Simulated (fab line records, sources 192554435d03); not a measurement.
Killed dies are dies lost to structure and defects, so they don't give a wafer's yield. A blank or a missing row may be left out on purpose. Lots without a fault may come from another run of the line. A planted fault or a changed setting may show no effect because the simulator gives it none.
fab line records | flow n5_finfet
record lots=5 wafers=15 last_day=18
route steps=1938 shown BEOL_M6@1261 BEOL_M7@1263 PASSIVATION@1936
lots that met no fault: from a run of the same line without faults
start_h: hours from the record's first day to the start of the lot's first wafer shown | wait_h: hours since the lot's step before | " the same as in the row above | L1.1+2: a row that stands for several wafers | - no value, or no start given | * or withheld: withheld | < > ~ a bound
route shown NAME@n: a module of which the file shows steps, and the number in the route of the first | usual: mean/standard deviation of fault-free wafers | same: alike in all rows | chamber/n: place in a boat | sites: the reading at each site | _std_site: their standard deviation | _edge_site: outer sites' mean less inner sites' | radius_mm: how far each site lies from the wafer's centre | mask NAME#n: copy n | behind: the tool/chamber that last shaped the wafer | hold: why the lot was held/for how many hours/how that ended | device: the transistor (n, p or np) that didn't switch | end of line: the same wafers' tests at the end of the route | a step without rows: its recipe alone | killed: dies lost to structure and defects at the first sort, not the wafer's yield | map: a wafer's dies, x killed, . not, _ none there
set.NAME: the setting as run; set.NAME@STEP: as run at that earlier step | model.NAME: the simulator's own value behind a step, which no gauge read
lots at some steps of the route; a table a step, a row a wafer
services: from which hour (start_h, from the record's first day; less than 0 if before it) a tool's chamber was out of use, for how many hours, and why
## steps
# step N5_BEOL_M6_RS_MEAS_57
# recipe thk_meas_gauge=four-point-probe reads=Cu_of_BEOL_M6_ECD_50+Co_of_BEOL_M6_CVD_78+TaN_of_BEOL_M6_ALD_77
# usual M6_RS=0.291/0.012
# columns lot.wafer tool chamber start_h wait_h M6_RS[ohm/sq]
L267.4 film_metro-02 - 179.70 0.0 0.300
L267.5 " - " " 0.292
L267.6 " - " " 0.300
L269.1 film_metro-01 - 205.72 0.1 0.280
L269.2 " - " " 0.286
L269.6 " - " " 0.283
L278.4 film_metro-02 - 258.51 0.0 0.300
L278.5 " - " " 0.297
L278.6 " - " " 0.298
L288.2 film_metro-02 - 322.05 0.1 0.286
L288.3 " - " " 0.295
L288.5 " - " " 0.282
L290.1 film_metro-02 - 352.24 0.1 0.284
L290.3 " - " " 0.293
L290.4 " - " " 0.309
# step N5_BEOL_M6_INSPECT_58
# recipe inspect_instrument=darkfield mode=post_dep
# usual raw_defect_count=67/20
# columns lot.wafer tool chamber start_h wait_h raw_defect_count
L267.4 defect_inspect-01 - 179.73 0.0 42
L267.5 " - " " 80
L267.6 " - " " 56
L269.1 defect_inspect-02 - 205.75 0.0 72
L269.2 " - " " 67
L269.6 " - " " 69
L278.4 defect_inspect-01 - 258.54 0.0 54
L278.5 " - " " 95
L278.6 " - " " 43
L288.2 defect_inspect-01 - 322.07 0.0 73
L288.3 " - " " 82
L288.5 " - " " 86
L290.1 defect_inspect-02 - 352.26 0.0 59
L290.3 " - " " 56
L290.4 " - " " 57
# step N5_BEOL_M7_ILD_DEP_00
# recipe material=SiCOH_lowk target_thk_a=1797.5 temp_c=300 precursor=DEMS/porogen pressure_torr=5 rf_w=500 time_s=33.4
# usual heater_power_w=325/63 showerhead_plenum_p_Torr=5.747/0.021 throttle_valve_pct=13.9/0.42
# columns lot.wafer tool chamber start_h wait_h heater_power_w showerhead_plenum_p_Torr throttle_valve_pct
L267.4 pecvd-02 0 179.79 0.1 293 5.737 14.4
L267.5 " 0 " " 232 5.758 14.0
L267.6 " 1 " " 299 5.770 14.5
L269.1 pecvd-03 2 205.78 0.0 266 5.746 13.2
L269.2 " 1 " " 294 5.737 14.3
L269.6 " 1 " " 290 5.737 14.5
L278.4 pecvd-03 2 258.59 0.1 260 5.739 13.3
L278.5 " 1 " " 309 5.762 14.4
L278.6 " 0 " " 294 5.733 13.8
L288.2 pecvd-03 1 322.11 0.0 324 5.736 14.5
L288.3 " 0 " " 321 5.729 14.0
L288.5 " 0 " " 344 5.718 14.2
L290.1 pecvd-02 1 352.30 0.0 319 5.758 14.6
L290.3 " 0 " " 292 5.755 14.2
L290.4 " 1 " " 322 5.761 14.6
# step N5_BEOL_M7_CURE_74
# recipe temp_c=385 time_s=240 ambient=He/Ar material=SiCOH_lowk
# step N5_BEOL_M7_THK_MEAS_01
# recipe reads=SiCOH_lowk_of_BEOL_M7_ILD_DEP_00
# usual M7_ILD_THK=155.3/2.3
# columns lot.wafer tool chamber start_h wait_h M7_ILD_THK[nm]
L267.4 film_metro-02 - 180.37 0.2 158.4
L267.5 " - " " 157.7
L267.6 " - " " 153.4
L269.1 film_metro-01 - 206.84 0.8 155.9
L269.2 " - " " 152.6
L269.6 " - " " 155.5
L278.4 film_metro-01 - 259.15 0.2 159.0
L278.5 " - " " 152.9
L278.6 " - " " 155.6
L288.2 film_metro-01 - 323.16 0.7 151.0
L288.3 " - " " 152.0
L288.5 " - " " 156.3
L290.1 film_metro-02 - 352.87 0.4 152.0
L290.3 " - " " 155.0
L290.4 " - " " 154.9
# step N5_BEOL_M7_PECVD_70
# recipe material=SiO2 target_thk_a=200 temp_c=400 precursor=TEOS/O2 pressure_torr=5.5 rf_w=450 teos_flow_sccm=53.8 gas=O2 flow_sccm=3000 time_s=22.7
# usual heater_power_w=707/100 showerhead_plenum_p_Torr=8.81/0.087 throttle_valve_pct=22.5/0.72
# columns lot.wafer tool chamber start_h wait_h heater_power_w showerhead_plenum_p_Torr throttle_valve_pct
L267.4 pecvd-03 2 180.42 0.1 585 8.77 21.1
L267.5 " 1 " " 727 8.83 23.3
L267.6 " 2 " " 602 8.77 21.4
L269.1 pecvd-03 1 206.88 0.0 674 8.80 23.5
L269.2 " 2 " " 584 8.77 21.1
L269.6 " 1 " " 677 8.79 23.4
L278.4 pecvd-02 2 259.20 0.1 666 8.66 22.4
L278.5 " 1 " " 740 8.88 23.5
L278.6 " 0 " " 675 8.84 23.0
L288.2 pecvd-02 2 323.20 0.0 622 8.66 22.8
L288.3 " 0 " " 681 8.84 23.0
L288.5 " 0 " " 690 8.85 22.9
L290.1 pecvd-03 1 352.91 0.0 703 8.81 23.4
L290.3 " 2 " " 708 8.77 21.8
L290.4 " 0 " " 637 8.72 22.4
# step N5_BEOL_M7_HM_DEP_02
# recipe material=TiN target_thk_a=200 temp_c=25 chamber_pressure_pa=0.49996
# usual throttle_valve_pct=29.8/0.86
# columns lot.wafer tool chamber start_h wait_h throttle_valve_pct
L267.4 pvd_sputter-02 - 180.90 0.5 30.5
L267.5 " - " " 28.0
L267.6 " - " " 30.5
L269.1 pvd_sputter-01 - 207.54 0.6 29.4
L269.2 " - " " 30.1
L269.6 " - " " 29.2
L278.4 pvd_sputter-03 - 259.90 0.7 29.3
L278.5 " - " " 30.7
L278.6 " - " " 29.5
L288.2 pvd_sputter-03 - 323.34 0.1 29.4
L288.3 " - " " 30.7
L288.5 " - " " 30.7
L290.1 pvd_sputter-01 - 354.84 1.9 29.7
L290.3 " - " " 30.4
L290.4 " - " " 29.2
# step N5_BEOL_M7_COAT_59
# recipe resist=SOC temp_c=250 time_s=60 spin_rpm=1500 resist_thk_nm=100
# step N5_BEOL_M7_COAT_60
# recipe resist=SiARC temp_c=220 time_s=60 spin_rpm=1500 resist_thk_nm=35
# step N5_BEOL_M7_COAT_05
# recipe resist=CAR-ArF spin_rpm=1500 resist_thk_nm=90
# step N5_BEOL_M7_EBR_07
# recipe solvent=PGMEA ebr_width_mm=1.5
# step N5_BEOL_M7_SOFTBAKE_06
# recipe temp_c=110 time_s=60 resist=CAR-ArF
# step N5_BEOL_M7_EXPOSE_08
# recipe mask_id=M7 na=1.35 source_shape=dipole sigma_inner=0.817 sigma_outer=0.97 polarization=te dose_mj=68.25
# columns lot.wafer tool chamber start_h wait_h mask
L267.4+5+6 arfi_scanner-01 0 181.31 - M7#0
L269.1+2+6 arfi_scanner-02 0 207.78 - M7#0
L278.4+5+6 arfi_scanner-03 0 260.29 - M7#0
L288.2+3+5 arfi_scanner-01 0 323.72 - M7#0
L290.1+3+4 arfi_scanner-03 0 355.21 - M7#0
# step N5_BEOL_M7_PEB_09
# recipe peb_temp_c=withheld peb_time_s=60 resist=CAR-ArF
# step N5_BEOL_M7_DEVELOP_10
# recipe develop_time_s=30 developer=TMAH resist=CAR-ArF rinse_liquid=diw dry=air_spin dev_temp_c=23
# step N5_BEOL_M7_CD_MEAS_11
# recipe target_cd_nm=38.5 landing_energy_ev=500 detector=se_inlens polarity=opening
# usual cd_nm=38.7/0.65
# columns lot.wafer tool chamber start_h wait_h cd_nm
L267.4 cd_sem-01 0 181.43 - 37.9
L267.5 " 0 " " 38.7
L267.6 " 0 " " 38.2
L269.1 cd_sem-03 0 207.91 - 38.9
L269.2 " 0 " " 38.7
L269.6 " 0 " " 39.1
L278.4 cd_sem-02 0 260.40 - 38.0
L278.5 " 0 " " 38.1
L278.6 " 0 " " 39.0
L288.2 cd_sem-03 0 323.84 - 38.5
L288.3 " 0 " " 37.6
L288.5 " 0 " " 37.9
L290.1 cd_sem-02 0 355.34 - 38.4
L290.3 " 0 " " 38.3
L290.4 " 0 " " 39.7
# step N5_BEOL_M7_OVL_MEAS_12
# recipe points_per_wafer=44
# usual M7_OVL=0.1/0.71
# columns lot.wafer tool chamber start_h wait_h M7_OVL[nm]
L267.4 overlay-02 0 181.45 0.0 -0.3
L267.5 " 0 " " 0.5
L267.6 " 0 " " 0.8
L269.1 overlay-02 0 207.94 0.0 -0.6
L269.2 " 0 " " 0.1
L269.6 " 0 " " 0.3
L278.4 overlay-02 0 260.43 0.0 0.9
L278.5 " 0 " " 2.5
L278.6 " 0 " " 1.2
L288.2 overlay-01 0 323.87 0.0 0.5
L288.3 " 0 " " 0.3
L288.5 " 0 " " 0.3
L290.1 overlay-01 0 355.37 0.0 0.5
L290.3 " 0 " " 0.8
L290.4 " 0 " " -0.6
# step N5_BEOL_M7_INSPECT_13
# recipe mode=adi inspect_instrument=brightfield
# usual raw_defect_count=410/84
# columns lot.wafer tool chamber start_h wait_h raw_defect_count
L267.4 defect_inspect-01 - 181.48 0.0 425
L267.5 " - " " 414
L267.6 " - " " 444
L269.1 defect_inspect-01 - 207.96 0.0 412
L269.2 " - " " 430
L269.6 " - " " 322
L278.4 defect_inspect-02 - 260.45 0.0 361
L278.5 " - " " 390
L278.6 " - " " 316
L288.2 defect_inspect-01 - 323.89 0.0 394
L288.3 " - " " 532
L288.5 " - " " 439
L290.1 defect_inspect-01 - 355.39 0.0 386
L290.3 " - " " 313
L290.4 " - " " 320
# step N5_BEOL_M7_DESCUM_16
# recipe chemistry=O2 time_s=7.9 source_power_w=50 bias_power_w=20 pressure_mtorr=20 rf_frequency_hz=2.712e+07 temp_c=40 resist=CAR-ArF o2_flow_sccm=225
# usual drypump_motor_current_A=5.9/0.32 oes_product_au=0.81/0.091 rf_vpp_V=242.7/1.5 showerhead_plenum_p_Torr=2.06/0.083 throttle_valve_pct=20.36/0.25
# columns lot.wafer tool chamber start_h wait_h drypump_motor_current_A oes_product_au rf_hours_counter_h rf_vpp_V showerhead_plenum_p_Torr throttle_valve_pct
L267.4 rie_diel-03 0 181.72 0.2 5.9 0.88 - 243.5 2.13 20.57
L267.5 " 3 " " 5.5 0.70 - 241.5 1.97 20.23
L267.6 " 1 " " 5.6 0.73 - 242.0 2.00 20.76
L269.1 rie_diel-06 2 208.00 0.0 5.9 0.67 248 243.2 2.12 20.31
L269.2 " 0 " " 5.4 0.68 236 240.8 1.97 20.51
L269.6 " 1 " " 6.2 0.90 - 241.5 2.05 20.51
L278.4 rie_diel-04 2 260.50 0.0 6.0 0.93 - 243.5 2.13 20.28
L278.5 " 3 " " 5.6 0.77 - 240.8 1.94 20.28
L278.6 " 1 " " 6.2 0.72 - 244.7 2.18 20.41
L288.2 rie_diel-06 3 323.93 0.0 6.0 0.74 171 241.0 2.01 20.63
L288.3 " 1 " " 6.2 0.85 71 241.7 2.03 20.56
L288.5 " 1 " " 6.2 0.85 - 242.2 2.03 20.56
L290.1 rie_diel-04 3 355.74 0.3 5.7 0.74 171 241.0 1.93 20.30
L290.3 " 2 " " 6.1 0.87 43 245.4 2.12 20.32
L290.4 " 1 " " 6.2 0.69 222 243.8 2.17 20.45
# step N5_BEOL_M7_ETCH_61
# recipe chemistry=CF4 target=SiARC target_depth_a=455 mask_material=CAR-ArF time_s=75.8 ion_energy_ev=80 pressure_mtorr=40 source_w=545 bias_w=36 Ar_flow_sccm=100 cf4_flow_sccm=100 ends=cleared
# usual drypump_motor_current_A=5.9/0.32 etch_rf_on_time_s=75.5/2.6 oes_product_au=0.69/0.079 rf_vpp_V=183.8/1.4 showerhead_plenum_p_Torr=2.12/0.083 throttle_valve_pct=15.57/0.22
# columns lot.wafer tool chamber start_h wait_h drypump_motor_current_A etch_rf_on_time_s oes_product_au rf_hours_counter_h rf_vpp_V showerhead_plenum_p_Torr throttle_valve_pct model.BEOL_M7.cd_offset_nm
L267.4 rie_diel-03 0 181.77 0.0 5.9 71.2 0.77 - 185.5 2.19 15.70 -0.6
L267.5 " 3 " " 5.5 76.2 0.59 - 183.0 2.03 15.54 0.4
L267.6 " 1 " " 5.6 72.7 0.64 - 182.6 2.05 15.91 -0.4
L269.1 rie_diel-06 2 208.03 0.0 5.9 79.6 0.56 248 185.5 2.19 15.75 0.8
L269.2 " 0 " " 5.5 75.5 0.59 236 181.6 2.04 15.83 0.4
L269.6 " 1 " " 6.2 75.1 0.75 - 184.3 2.10 15.61 0.8
L278.4 rie_diel-04 2 260.55 0.0 6.1 77.3 0.77 - 184.8 2.19 15.48 -1
L278.5 " 3 " " 5.6 75.2 0.66 - 180.7 1.98 15.39 -0.6
L278.6 " 1 " " 6.1 82.7 0.59 - 184.3 2.21 15.56 1.2
L288.2 rie_diel-06 3 323.96 0.0 6.0 74.8 0.63 171 182.2 2.07 15.81 0
L288.3 " 1 " " 6.2 74.6 0.71 71 184.7 2.09 15.69 -1.2
L288.5 " 1 " " 6.2 75.0 0.71 - 184.4 2.09 15.69 -0.6
L290.1 rie_diel-04 3 355.78 0.0 5.6 74.7 0.64 171 181.2 1.98 15.43 -0.4
L290.3 " 2 " " 6.0 77.6 0.73 43 184.5 2.18 15.53 -0.4
L290.4 " 1 " " 6.2 83.8 0.57 222 184.1 2.20 15.61 1.2
# step N5_BEOL_M7_ETCH_62
# recipe chemistry=N2/H2 target=SOC target_depth_a=1100 overetch_a=220 mask_material=SiARC temp_c=40 time_s=165 ion_energy_ev=200 pressure_mtorr=30 source_w=840 bias_w=150 n2_flow_sccm=200 h2_flow_sccm=200
# usual drypump_motor_current_A=5.9/0.32 oes_product_au=0.68/0.072 rf_vpp_V=523/3.1 showerhead_plenum_p_Torr=2.50/0.11 throttle_valve_pct=17.70/0.26
# columns lot.wafer tool chamber start_h wait_h drypump_motor_current_A oes_product_au rf_hours_counter_h rf_vpp_V showerhead_plenum_p_Torr throttle_valve_pct
L267.4 rie_diel-03 0 181.87 0.1 5.8 0.73 - 527 2.58 17.99
L267.5 " 3 " " 5.5 0.59 - 518 2.40 17.70
L267.6 " 1 " " 5.6 0.62 - 521 2.41 18.06
L269.1 rie_diel-06 2 208.09 0.0 5.9 0.57 248 525 2.61 17.93
L269.2 " 0 " " 5.4 0.59 236 519 2.39 17.92
L269.6 " 1 " " 6.2 0.75 - 522 2.49 17.88
L278.4 rie_diel-04 2 260.65 0.1 6.1 0.77 - 525 2.60 17.65
L278.5 " 3 " " 5.6 0.65 - 518 2.33 17.51
L278.6 " 1 " " 6.2 0.61 - 525 2.60 17.56
L288.2 rie_diel-06 3 324.02 0.0 5.9 0.63 171 520 2.41 17.77
L288.3 " 1 " " 6.2 0.70 71 521 2.47 17.97
L288.5 " 1 " " 6.2 0.71 - 521 2.47 17.95
L290.1 rie_diel-04 3 355.83 0.0 5.7 0.62 171 517 2.32 17.56
L290.3 " 2 " " 6.1 0.73 43 525 2.58 17.69
L290.4 " 1 " " 6.2 0.60 222 526 2.59 17.59
# step N5_PASSIVATION_PROBE_49
# usual defect_limited_yield=90.9/1.6 killed_at_M0_to_M3=34/10 killed_at_M4_up=13/5.4 killed_at_contacts=13/6 killed_at_front_end=42/13 killed_at_other=4/3.2 killed_dies=107/18 killed_on_rim=14/4.2 killed_open=69/14 killed_short=35/7.7 sort_bin_4_leakage=0.02/0.17 sort_bin_5_function=5.3/1 sort_bin_6_memory=3.3/0.75 sort_n_pass=1073/19 sort_yield_pct=90.9/1.6
# same gross_dies=1180 killed_at_back_side=0 sort_bin_8_speed[%]=0
# columns lot.wafer tool chamber start_h wait_h defect_limited_yield[%] killed_at_M0_to_M3 killed_at_M4_up killed_at_contacts killed_at_front_end killed_at_other killed_dies killed_on_rim killed_open killed_short sort_bin_4_leakage[%] sort_bin_5_function[%] sort_bin_6_memory[%] sort_n_pass sort_yield_pct[%]
L267.4 prober-02 - 265.85 0.2 90.3 33 16 12 53 1 115 17 74 37 0 5.1 4.2 1065 90.3
L267.5 prober-02 - 265.90 0.2 92.5 18 27 14 30 0 89 12 65 22 0 5.0 2.1 1091 92.5
L267.6 prober-02 - 265.95 0.3 92.6 26 18 7 33 3 87 14 53 32 0 4.4 2.3 1093 92.6
L278.4 prober-02 - 342.09 0.2 90.6 37 22 15 34 3 111 17 73 36 0 5.3 4.1 1069 90.6
L278.5 prober-02 - 342.14 0.2 92.7 35 8 11 29 3 86 11 55 31 0 4.7 2.5 1094 92.7
L278.6 prober-02 - 342.19 0.3 90.5 34 14 16 31 17 112 21 59 43 0 4.5 3.8 1068 90.5
# killed by level:class
L267.4 FIN_SAQP:geometric_particle:short=17 BEOL_M2:geometric_particle:open=10 FIN_SAQP:geometric_particle:open=9 STI_FIN_REVEAL:geometric_particle:open=9 MOL_CONTACT_COAG:geometric_particle:open=8 BEOL_M4:geometric_particle:open=7 BEOL_M0:geometric_particle:open=6 BEOL_M0_SAQP:geometric_particle:short=4
L267.5 BEOL_M4:geometric_particle:open=16 MOL_CONTACT_COAG:geometric_particle:open=14 FIN_SAQP:geometric_particle:short=6 GATE_CUT:geometric_particle:open=6 GATE_CUT:geometric_particle:short=5 BEOL_M2:geometric_particle:open=5 FIN_SAQP:geometric_particle:open=4 BEOL_M5:geometric_particle:open=4
L267.6 FIN_SAQP:geometric_particle:open=11 FIN_SAQP:geometric_particle:short=9 BEOL_M0_SAQP:geometric_particle:short=8 BEOL_M4:geometric_particle:open=7 BEOL_M0:geometric_particle:open=6 MOL_CONTACT_COAG:geometric_particle:open=5 BEOL_M2:geometric_particle:open=5 STI_FIN_REVEAL:geometric_particle:open=3
L278.4 BEOL_M4:geometric_particle:open=16 MOL_CONTACT_COAG:geometric_particle:open=13 BEOL_M0_SAQP:geometric_particle:short=11 BEOL_M0_SAQP:geometric_particle:open=10 STI_FIN_REVEAL:geometric_particle:open=8 BEOL_M2:geometric_particle:open=7 GATE_CUT:geometric_particle:short=5 BEOL_M4:geometric_particle:short=5
L278.5 BEOL_M1:geometric_particle:open=9 BEOL_M0_SAQP:geometric_particle:open=7 MOL_CONTACT_COAG:geometric_particle:open=6 BEOL_M0_SAQP:geometric_particle:short=6 GATE_CUT:geometric_particle:open=5 MOL_CONTACT_COAG:geometric_particle:short=5 BEOL_M2:geometric_particle:open=5 FIN_SAQP:geometric_particle:short=4
L278.6 BEOL_M0_SAQP:geometric_particle:open=12 MOL_CONTACT_COAG:geometric_particle:open=10 HKMG_FIN:area_etch=9 BEOL_M0_SAQP:geometric_particle:short=8 MIM_BOT:geometric_particle:short=8 BEOL_M4:geometric_particle:open=7 MOL_CONTACT_COAG:geometric_particle:short=6 MIM_BOT:geometric_particle:open=6
## services
# columns tool chamber start_h hours kind
arfi_scanner-02 - 156.38 1.3 pm
rie_diel-04 2 157.46 2.1 repair
arfi_scanner-02 - 158.79 20.9 repair
arfi_scanner-03 - 158.82 1.3 pm
pecvd-02 2 166.02 23.7 repair
rie_diel-06 2 178.37 10.6 repair
arfi_scanner-01 - 179.23 1.3 pm
arfi_scanner-01 - 191.54 1.0 pm
rie_diel-06 - 201.59 2.8 pm
rie_diel-04 0 209.83 5.8 repair
arfi_scanner-01 - 217.25 0.8 pm
arfi_scanner-03 - 230.26 1.0 pm
arfi_scanner-03 - 231.85 0.7 repair
pecvd-02 - 239.60 1.0 repair
rie_diel-04 0 250.43 17.9 repair
arfi_scanner-01 - 252.93 1.0 pm
rie_diel-03 - 267.61 2.8 pm
arfi_scanner-03 - 276.26 2.6 repair
arfi_scanner-03 - 280.63 0.8 pm
arfi_scanner-03 - 284.32 1.3 pm
rie_diel-03 3 285.89 4.9 repair
arfi_scanner-01 - 304.73 1.3 pm
rie_diel-06 - 318.79 1.1 repair
rie_diel-04 0 341.79 8.0 repair
## key
first_sign none at tools or gauges
model_effect step=N5_BEOL_M7_ETCH_61 value=BEOL_M7.cd_offset_nm without=0.4 struck=-0.6
met_at N5_BEOL_M7_EXPOSE_08
struck_wafers L288.2,L288.3,L288.5
onset_between 181.31 323.72
also_fits N5_BEOL_M7_ILD_DEP_00:pecvd-03,N5_BEOL_M7_PECVD_70:pecvd-02,N5_BEOL_M7_HM_DEP_02:pvd_sputter-03,N5_BEOL_M7_DESCUM_16:rie_diel-06
fault kind=process_parameter_drift tool=arfi_scanner-01 chamber=- onset_h=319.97 steps=N5_BEOL_M7_EXPOSE_08 channel=dose_mj offset=-1.3881 shape=step acts_in=these_recipes_only stated=68.25
